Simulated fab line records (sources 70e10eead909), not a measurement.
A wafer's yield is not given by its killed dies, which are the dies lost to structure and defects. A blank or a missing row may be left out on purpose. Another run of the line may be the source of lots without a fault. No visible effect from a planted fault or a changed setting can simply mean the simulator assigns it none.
Comparing a struck lot with a sound one | flow nand-harc | 14 steps out of a route of 1159
Sound: wafers L523.1, L523.5, L523.6. Struck: wafer L520.2 (left out: L520.3, L520.6 of the same lot, which were not struck); the cause appears at the end.
For every step that has rows: the tool of each side, followed by ch and its chambers, followed by its first start. Under that, the readings that differ: sound wafers | struck wafers | difference of the means | sigmas: that difference in standard deviations of wafers without a fault.
alike: readings whose means differ by less than 2 such deviations, and words and numbers that are the same on both sides. not compared: withheld readings, readings that some wafer has no value for, bounds like >300 that may hide the same value, and numbers for which the record gives no deviation and whose values overlap.
Wherever a step has rows on one side only, a row that says differs or no value, or a row with sigmas, the two part there. Numbers that have no deviation but don't overlap get no sigmas and don't part them. A reading missing from all wafers of one side parts the sides only when that side holds two or more wafers.

first, 7 steps without rows for these wafers: NHARC_A_STAIRCASE_COAT_304; NHARC_A_STAIRCASE_SOFTBAKE_305 (time 170 s); NHARC_A_STAIRCASE_EBR_306; NHARC_A_STAIRCASE_EXPOSE_307 (exposes mask CHOP 50); NHARC_A_STAIRCASE_PEB_308 (peb time 130 s); NHARC_A_STAIRCASE_DEVELOP_309 (time 140 s); NHARC_A_STAIRCASE_HARDBAKE_311 (time 140 s).
NHARC_A_STAIRCASE_DESCUM_312: chemistry O2, time 3 s.
  sound on rie-diel-06 ch 1,2, day 15 02:52; struck on rie-diel-05 ch 1, day 14 03:38
  reading                     | sound             | struck | difference | sigmas
  drypump-motor-current-A (A) | 6.04 6.02 6.06    | 5.45   | -0.59      | -2
  oes-product-au (a.u.)       | 0.976 0.980 0.977 | 1.007  | +0.029     | +2
  alike: rf-vpp-V, showerhead-plenum-p-Torr, throttle-valve-pct
  not compared: rf-hours-counter-h
NHARC_A_STAIRCASE_ETCH_313: etches the open film in CF4/CHF3.
  sound on rie-diel-06 ch 2,3, day 15 03:02; struck on rie-diel-05 ch 1, day 14 03:43
  alike: cf4-flow-sccm, drypump-motor-current-A, oes-product-au, rf-vpp-V, showerhead-plenum-p-Torr, throttle-valve-pct
  not compared: rf-hours-counter-h
NHARC_A_STAIRCASE_HM_OPEN_463: chemistry O2/COS.
  sound: rie-diel-06 ch 0,1; struck: rie-diel-05 ch 2
  reading               | sound             | struck | difference | sigmas
  oes-product-au (a.u.) | 0.988 0.986 0.995 | 1.016  | +0.026     | +2
  alike: drypump-motor-current-A, rf-vpp-V, showerhead-plenum-p-Torr, throttle-valve-pct
  not compared: rf-hours-counter-h
then, 1 step without rows for these wafers: NHARC_A_STAIRCASE_STRIP_464 (strips in O2/COS).
NHARC_A_STAIRCASE_ETCH_453: etches the open film in CF4/O2, target depth 30 nm, overetch 3 nm, time 16.5 s.
  sound on rie-diel-06 ch 0,1, day 15 03:29; struck on rie-diel-05 ch 0, day 14 04:10
  reading                         | sound                | struck | difference | sigmas
  cf4-flow-sccm (sccm)            | 79.71 80.54 79.68    | 39.75  | -40.23     | -99 or more
  oes_f_703_au (a.u.)             | 1.002 1.005 0.998    | 1.138  | +0.136     | +28
  oes_o_777_au (a.u.)             | 1.002 0.994 0.995    | 2.035  | +1.038     | +99 or more
  showerhead-plenum-p-Torr (Torr) | 1.33 1.24 1.33       | 0.87   | -0.43      | -7
  throttle-valve-pct (%)          | 13.394 13.400 13.405 | 10.373 | -3.027     | -99 or more
  alike: drypump-motor-current-A, oes-product-au, rf-vpp-V
  not compared: rf-hours-counter-h
NHARC_A_STAIRCASE_ETCH_315: etches the open film in C4F8/O2/Ar, target depth 2500 nm, time 607.1 s.
  sound: rie-diel-06 ch 0,1,2; struck: rie-diel-05 ch 3
  reading      | sound          | struck | difference | sigmas
  rf-vpp-V (V) | 1817 1826 1810 | 1846   | +28        | +2
  alike: oes-product-au
  not compared: rf-hours-counter-h
-- break in the record here, with 7 days between the starts of the struck wafers on either side (left off in module A_STAIRCASE, picked up again in module END, where the first step shown is number 1159 on the route) --
NHARC_END_SORT_01:
  sound on prober-01 ch 0, day 22 03:56; struck on prober-02 ch 0, day 21 10:25
  reading         | sound | struck | difference | sigmas
  killed-at-other | 3 4 2 | 0      | -3         | -3
  alike: killed-at-array, killed-at-periphery, killed-dies, killed-open, killed-short

## WHERE THEY PART
At NHARC_A_STAIRCASE_DESCUM_312 first; at NHARC_END_SORT_01 last (within this record only).

WHY: the cause the simulator had injected
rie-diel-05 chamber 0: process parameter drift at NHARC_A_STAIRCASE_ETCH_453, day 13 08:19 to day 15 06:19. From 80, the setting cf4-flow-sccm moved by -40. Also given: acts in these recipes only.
